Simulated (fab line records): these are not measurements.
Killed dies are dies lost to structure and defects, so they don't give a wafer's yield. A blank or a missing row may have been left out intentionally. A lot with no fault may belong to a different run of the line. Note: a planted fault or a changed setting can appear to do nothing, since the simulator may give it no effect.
Matching of chambers -- flow nand_harc -- NHARC_P_STI_DESCUM_14 on rie_diel-05: 4 sister chambers
The step chemistry O2, time 3 s. 4 wafers are shown with their chamber, then 12 later ones without.

## WAFERS WITH THEIR CHAMBER
wafer,chamber,drypump_motor_current_A (A)
L084.6,0,5.0
L085.1,2,5.3
L087.4,1,6.5
L087.5,3,5.7

## WAFERS WITH NO CHAMBER GIVEN
wafer,drypump_motor_current_A (A)
L089.1,5.0
L089.2,5.3
L089.4,5.7
L090.2,5.0
L090.3,5.7
L090.5,6.5
L095.1,5.7
L095.3,5.0
L095.6,5.7
L097.1,5.2
L097.2,5.0
L097.4,5.0

## EACH ONE'S CHAMBER
wafer,from the rows above,in truth
L089.1,0,0
L089.2,2,2
L089.4,3,3
L090.2,0,0
L090.3,3,3
L090.5,1,1
L095.1,3,3
L095.3,0,0
L095.6,3,3
L097.1,2,2
L097.2,0,0
L097.4,0,0
Correct placement for 12 of the 12. Number that these rows cannot place: 0. Number placed wrongly: 0.
How it was worked out, from the rows above alone: a wafer's distance from a chamber is the root of the sum, over the readings, of the square of ((its reading less the chamber's mean) divided by the reading's scatter). If the next closest chamber is less than 2 further off than the closest, the wafer can't be placed; otherwise it belongs to the closest. For every chamber, the mean is computed from those of its wafers that are shown. The scatter: with one shown wafer a chamber, the root of the mean of the squares of how far each hidden wafer lies from its nearest shown one.
